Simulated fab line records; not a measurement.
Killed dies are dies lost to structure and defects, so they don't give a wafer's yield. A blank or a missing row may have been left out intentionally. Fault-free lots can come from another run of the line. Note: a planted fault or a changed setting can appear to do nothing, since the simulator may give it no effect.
Matching of chambers / flow n5Finfet / 3 sister chambers for N5_MOL_CONTACT_COAG_ETCH_48 on rieDiel-03
The step etches SiOC in C4F6/O2, target depth 15 nm, overetch 4.5 nm, time 17 s. 6 wafers are shown with their chamber, then 4 later ones without.

## WAFERS, EACH WITH ITS CHAMBER
wafer=L089.5; chamber=1; rfVppV (V)=1584; throttleValvePct (%)=40.1
wafer=L092.2; chamber=0; rfVppV (V)=1624; throttleValvePct (%)=41.3
wafer=L092.4; chamber=1; rfVppV (V)=1585; throttleValvePct (%)=40.1
wafer=L092.5; chamber=2; rfVppV (V)=1623; throttleValvePct (%)=41.4
wafer=L093.2; chamber=2; rfVppV (V)=1624; throttleValvePct (%)=41.3
wafer=L093.3; chamber=0; rfVppV (V)=1624; throttleValvePct (%)=41.3

## WAFERS MISSING THEIR CHAMBER
wafer=L093.6; rfVppV (V)=1623; throttleValvePct (%)=41.4
wafer=L095.4; rfVppV (V)=1623; throttleValvePct (%)=41.3
wafer=L096.4; rfVppV (V)=1623; throttleValvePct (%)=41.3
wafer=L096.6; rfVppV (V)=1623; throttleValvePct (%)=41.4

## EACH ONE'S CHAMBER
wafer=L093.6; from the rows above=can't be placed: 2 or 0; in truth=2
wafer=L095.4; from the rows above=can't be placed: 2 or 0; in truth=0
wafer=L096.4; from the rows above=can't be placed: 2 or 0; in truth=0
wafer=L096.6; from the rows above=can't be placed: 2 or 0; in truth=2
0 of 4 placed correctly. These rows do not allow placing 4 (true chamber among the candidates in 4). Number placed wrongly: 0.
How it was worked out, from the rows above alone: a wafer's distance from a chamber is the root of the sum, over the readings, of the square of ((its reading less the chamber's mean) divided by the reading's scatter). If the next closest chamber is less than 2 further off than the closest, the wafer can't be placed; otherwise it belongs to the closest. For every chamber, the mean is computed from those of its wafers that are shown. The scatter: the root of (the sum of the squares of (reading less its chamber's mean) over the shown wafers, divided by (wafers less chambers)).
